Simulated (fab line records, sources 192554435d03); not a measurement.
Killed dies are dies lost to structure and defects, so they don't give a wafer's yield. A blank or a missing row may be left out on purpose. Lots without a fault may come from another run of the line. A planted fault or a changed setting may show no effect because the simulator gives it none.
Chamber matching | flow n5_finfet | N5_BEOL_M8_DEP_56 on pecvd-03: 3 sister chambers
The step deposits SiCN from 3MS/NH3, target thk 10 nm, time 17.5 s. 14 wafers are shown with their chamber, then 7 later ones without.

WAFERS WITH THEIR CHAMBER
wafer  | chamber | throttle_valve_pct (%) | showerhead_plenum_p_Torr (Torr)
L074.1 | 0       | 8.9                    | 3.681
L074.2 | 2       | 9.2                    | 3.686
L074.5 | 0       | 9.1                    | 3.684
L078.1 | 0       | 9.1                    | 3.680
L078.3 | 0       | 9.1                    | 3.692
L078.4 | 1       | 8.6                    | 3.670
L084.3 | 1       | 8.7                    | 3.676
L084.5 | 2       | 8.4                    | 3.681
L084.6 | 1       | 8.4                    | 3.666
L086.3 | 0       | 9.0                    | 3.674
L086.4 | 2       | 8.2                    | 3.670
L086.5 | 1       | 8.7                    | 3.678
L089.2 | 0       | 8.9                    | 3.698
L089.5 | 0       | 8.9                    | 3.689

SIGNATURES (means of the wafers above)
reading                  | chamber 0 | chamber 1 | chamber 2 | scatter within a chamber
throttle_valve_pct       | 9.000     | 8.600     | 8.600     | 0.249
showerhead_plenum_p_Torr | 3.68543   | 3.67250   | 3.67900   | 0.00751
Rule: a wafer's distance from a chamber is the root of the sum, over the readings, of the square of ((its reading less the chamber's mean) divided by the reading's scatter). The wafer belongs to the nearest chamber; if the next one is less than 2 further off, it can't be placed. The scatter: the root of (the sum of the squares of (reading less its chamber's mean) over the shown wafers, divided by (wafers less chambers)).

WAFERS WITHOUT THEIR CHAMBER
wafer  | throttle_valve_pct (%) | showerhead_plenum_p_Torr (Torr)
L089.6 | 8.3                    | 3.669
L091.1 | 8.5                    | 3.688
L091.3 | 8.8                    | 3.668
L091.6 | 9.1                    | 3.687
L096.1 | 8.8                    | 3.689
L096.3 | 8.7                    | 3.669
L096.5 | 8.4                    | 3.680

WHICH CHAMBER EACH WENT THROUGH
wafer  | from the rows above          | in truth
L089.6 | can't be placed: 1 or 2      | 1
L091.1 | can't be placed: 2 or 0 or 1 | 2
L091.3 | can't be placed: 1 or 2 or 0 | 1
L091.6 | can't be placed: 0 or 2      | 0
L096.1 | can't be placed: 0 or 2 or 1 | 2
L096.3 | can't be placed: 1 or 2 or 0 | 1
L096.5 | can't be placed: 2 or 1 or 0 | 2
Placed correctly: 0 of 7. Can't be placed from these rows: 7 (the true chamber is among the candidates in 7). Placed wrongly: 0.
